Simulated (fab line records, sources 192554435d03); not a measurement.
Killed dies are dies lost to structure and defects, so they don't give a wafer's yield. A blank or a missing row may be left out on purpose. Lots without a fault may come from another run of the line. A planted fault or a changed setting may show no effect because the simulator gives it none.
A struck lot beside a sound one | flow n5_finfet | 37 steps out of a route of 1938
Sound: wafers L562.1, L562.4, L562.5. Struck: wafer L563.4. (L563.1 of the same lot was not struck and is left out.) The cause comes at the end.
At each step with rows: each side's tool, then ch and its chambers, then its first start. Under that, the readings that differ: sound wafers | struck wafers | difference of the means | sigmas: that difference in standard deviations of wafers without a fault.
alike: readings whose means differ by less than 2 such deviations, and words and numbers that are the same on both sides. not compared: withheld readings, readings that some wafer has no value for, bounds like >300 that may hide the same value, and numbers for which the record gives no deviation and whose values overlap.
The two part at a step that has a row with sigmas, a row that says differs or no value, or rows on one side only. Numbers that don't overlap but have no deviation are shown without sigmas and don't part them. A reading that every wafer of one side lacks parts them only if that side has two wafers or more.

first, 9 steps without rows for these wafers: N5_BEOL_M11_ALD_74 (deposits TaN, target thk 2 nm, pulse time 2 s, purge time 3 s); N5_BEOL_M11_SURFACE_TREAT_76; N5_BEOL_M11_CVD_75 (deposits Co from CCTBA/H2, target thk 2 nm, time 138.9 s); N5_BEOL_M11_SPUTTER_48 (material Cu, target thk 12 nm, time 2 s); N5_BEOL_M11_ECD_50 (material Cu, target thk 318 nm); N5_BEOL_M11_ANNEAL_51 (time 90 s); N5_BEOL_M11_CMP_52 (polishes, stops on SiCOH lowk, t overpolish 7 s, target thk 140 nm); N5_BEOL_M11_PRE_CLEAN_55 (time 15 s); N5_BEOL_M11_DEP_56 (deposits SiCN from 3MS/NH3, target thk 30 nm, time 10.5 s).
N5_BEOL_M12_ILD_DEP_00: deposits SiOC from DEMS/O2, target thk 658.92 nm, time 130.7 s.
  sound on pecvd-03 ch 0,1,2, day 16 04:04; struck on pecvd-02 ch 1, day 16 08:13
  reading                                       | sound           | struck | difference | sigmas
  model.SiOC_of_BEOL_M12_ILD_DEP_00.thk_nm (nm) | 652.6 669.6 652 | 980.6  | +322.5     |
  alike: heater_power_w, showerhead_plenum_p_Torr, throttle_valve_pct
N5_BEOL_M12_THK_MEAS_01:
  sound on film_metro-01, day 16 04:12; struck on film_metro-02, day 16 08:21
  reading          | sound       | struck | difference | sigmas
  M12_ILD_THK (nm) | 653 669 652 | 980    | +322       | +35
then, 10 steps without rows for these wafers: N5_BEOL_M12_COAT_58 (time 60 s, resist thk 89 nm); N5_BEOL_M12_COAT_04 (resist thk 400 nm); N5_BEOL_M12_EBR_06; N5_BEOL_M12_SOFTBAKE_05 (time 60 s); N5_BEOL_M12_EXPOSE_07 (exposes mask V11); N5_BEOL_M12_PEB_08 (peb time 90 s); N5_BEOL_M12_DEVELOP_09 (develop time 45 s); N5_BEOL_M12_HARDBAKE_14 (time 120 s); N5_BEOL_M12_DESCUM_15 (chemistry O2, time 7.9 s); N5_BEOL_M12_ETCH_59 (etches BARC in N2/H2, target depth 89 nm, overetch 26.7 nm, time 67.9 s).
N5_BEOL_M12_VIA_ETCH_16: etches SiOC in C4F8/O2/Ar, target depth 724.8 nm.
  sound on rie_diel-02 ch 0,1,2, day 16 04:41; struck on rie_diel-05 ch 3, day 16 08:49
  reading                                    | sound             | struck | difference | sigmas
  mfc_ar_sccm (sccm)                         | 399.4 397.5 399.7 | 402.1  | +3.2       | +2
  oes_product_au (a.u.)                      | 0.70 0.72 0.67    | 0.92   | +0.22      | +3
  model.etch.depth_nm (nm)                   | 652.5 669.5 651.9 | 980.5  | +322.5     |
  model.coat_of_BEOL_M12_COAT_04.thk_nm (nm) | 118.6 115.4 120   | 29.4   | -88.6      |
  alike: drypump_motor_current_A, rf_vpp_V, showerhead_plenum_p_Torr, throttle_valve_pct
N5_BEOL_M12_STRIP_63: strips in N2/H2.
  sound on plasma_asher-02 ch 0,1, day 16 04:53; struck on plasma_asher-02 ch 0, day 16 09:01
  reading                      | sound             | struck | difference | sigmas
  oes_product_au (a.u.)        | 0.698 0.690 0.697 | 0.632  | -0.063     | -13
  strip_time_to_endpoint_s (s) | 41.3 40.4 41.7    | 14.9   | -26.2      | -26
  alike: drypump_motor_current_A, heater_power_w
  not compared: rf_hours_counter_h
then, 12 steps without rows for these wafers: N5_BEOL_M12_STRIP_64 (strips in N2/H2); N5_BEOL_M12_STRIP_71 (strips in post etch residue remover, time 60 s); N5_BEOL_M12_SRD_72 (time 30 s, dry time 30 s); N5_BEOL_M12_COAT_65 (time 60 s, resist thk 300 nm); N5_BEOL_M12_COAT_66 (time 60 s, resist thk 110 nm); N5_BEOL_M12_COAT_22 (resist thk 300 nm); N5_BEOL_M12_EBR_24; N5_BEOL_M12_SOFTBAKE_23 (time 60 s); N5_BEOL_M12_EXPOSE_25 (exposes mask M12); N5_BEOL_M12_PEB_26 (peb time 90 s); N5_BEOL_M12_DEVELOP_27 (develop time 45 s); N5_BEOL_M12_HARDBAKE_32 (time 120 s).
N5_BEOL_M12_CMP_49: polishes, stops on SiOC, t overpolish 20.6 s, target thk 320 nm.
  sound on cmp-04 ch 2,3, day 16 07:52; struck on cmp-03 ch 3, day 16 16:54
  reading                                       | sound           | struck | difference | sigmas
  model.SiOC_of_BEOL_M12_ILD_DEP_00.thk_nm (nm) | 590 608.8 591.4 | 920.6  | +323.9     |
  alike: edge_zone_pressure_frac, motor_current_A, slurry_filter_dp_kPa
N5_PASSIVATION_PROBE_49:
  the record has rows for the struck wafers here (prober-01, day 18 11:44) and none for the sound ones

WHERE THEY PART
First at N5_BEOL_M12_THK_MEAS_01; last, within this record, at N5_PASSIVATION_PROBE_49.

WHY: what the simulator had put in
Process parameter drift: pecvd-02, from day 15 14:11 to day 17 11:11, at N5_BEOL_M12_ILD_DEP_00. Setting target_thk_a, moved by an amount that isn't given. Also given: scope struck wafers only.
